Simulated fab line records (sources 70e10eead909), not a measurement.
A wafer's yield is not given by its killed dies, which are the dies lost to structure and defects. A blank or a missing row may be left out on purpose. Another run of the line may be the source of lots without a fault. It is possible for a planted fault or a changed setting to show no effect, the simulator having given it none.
Matching of chambers / flow nand-harc / ald-hk-04 running NHARC_A_WL_FILL_ALD_00: 4 sister chambers
The step deposits Al2O3, target thk 3 nm, pulse time 3 s, ald cycles 30. 18 wafers are shown with their chamber, then 9 later ones without.

== EACH WAFER AND ITS CHAMBER ==
wafer=L078.2; chamber=2; heater-power-w (W)=484; precursor-pulse-height-rel=1.000
wafer=L078.4; chamber=1; heater-power-w (W)=431; precursor-pulse-height-rel=1.015
wafer=L078.5; chamber=3; heater-power-w (W)=403; precursor-pulse-height-rel=1.003
wafer=L077.1; chamber=1; heater-power-w (W)=424; precursor-pulse-height-rel=1.027
wafer=L077.5; chamber=2; heater-power-w (W)=482; precursor-pulse-height-rel=0.992
wafer=L077.6; chamber=3; heater-power-w (W)=396; precursor-pulse-height-rel=0.997
wafer=L079.2; chamber=3; heater-power-w (W)=406; precursor-pulse-height-rel=1.001
wafer=L079.3; chamber=0; heater-power-w (W)=480; precursor-pulse-height-rel=0.989
wafer=L079.5; chamber=1; heater-power-w (W)=428; precursor-pulse-height-rel=0.981
wafer=L082.4; chamber=2; heater-power-w (W)=490; precursor-pulse-height-rel=0.976
wafer=L082.5; chamber=2; heater-power-w (W)=480; precursor-pulse-height-rel=0.981
wafer=L082.6; chamber=1; heater-power-w (W)=440; precursor-pulse-height-rel=1.040
wafer=L081.1; chamber=3; heater-power-w (W)=411; precursor-pulse-height-rel=1.020
wafer=L081.2; chamber=2; heater-power-w (W)=485; precursor-pulse-height-rel=1.010
wafer=L081.3; chamber=1; heater-power-w (W)=442; precursor-pulse-height-rel=1.001
wafer=L086.1; chamber=3; heater-power-w (W)=413; precursor-pulse-height-rel=0.978
wafer=L086.2; chamber=0; heater-power-w (W)=503; precursor-pulse-height-rel=0.990
wafer=L086.6; chamber=2; heater-power-w (W)=481; precursor-pulse-height-rel=0.975

SIGNATURES (means of the wafers above)
reading=heater-power-w; chamber 0=491.50; chamber 1=433.00; chamber 2=483.67; chamber 3=405.80; scatter within a chamber=7.33
reading=precursor-pulse-height-rel; chamber 0=0.98950; chamber 1=1.01280; chamber 2=0.98900; chamber 3=0.99980; scatter within a chamber=0.0169
Rule: for a wafer and a chamber, the distance is found by dividing, reading by reading, the gap between the wafer's reading and the chamber's mean by the reading's scatter, squaring, summing and taking the root. If the next closest chamber is less than 2 further off than the closest, the wafer can't be placed; otherwise it belongs to the closest. The scatter: take each reading less its chamber's mean, square it, sum over the shown wafers, divide by the number of wafers less the number of chambers, and take the root.

== WAFERS WHOSE CHAMBER IS MISSING ==
wafer=L089.2; heater-power-w (W)=503; precursor-pulse-height-rel=1.031
wafer=L089.3; heater-power-w (W)=442; precursor-pulse-height-rel=1.019
wafer=L089.6; heater-power-w (W)=503; precursor-pulse-height-rel=0.972
wafer=L093.1; heater-power-w (W)=396; precursor-pulse-height-rel=1.007
wafer=L093.4; heater-power-w (W)=411; precursor-pulse-height-rel=0.997
wafer=L093.5; heater-power-w (W)=489; precursor-pulse-height-rel=1.032
wafer=L094.1; heater-power-w (W)=467; precursor-pulse-height-rel=1.001
wafer=L094.3; heater-power-w (W)=482; precursor-pulse-height-rel=1.041
wafer=L094.5; heater-power-w (W)=408; precursor-pulse-height-rel=0.999

== WHICH CHAMBER EACH WENT THROUGH ==
wafer=L089.2; from the rows above=can't be placed: 0 or 2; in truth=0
wafer=L089.3; from the rows above=1; in truth=1
wafer=L089.6; from the rows above=can't be placed: 0 or 2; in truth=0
wafer=L093.1; from the rows above=3; in truth=3
wafer=L093.4; from the rows above=3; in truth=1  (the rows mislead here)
wafer=L093.5; from the rows above=can't be placed: 0 or 2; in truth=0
wafer=L094.1; from the rows above=can't be placed: 2 or 0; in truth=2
wafer=L094.3; from the rows above=can't be placed: 2 or 0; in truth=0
wafer=L094.5; from the rows above=3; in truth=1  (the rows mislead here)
Correctly placed: 2 of 9. These rows do not allow placing 5 (true chamber among the candidates in 5). Number placed wrongly: 2.
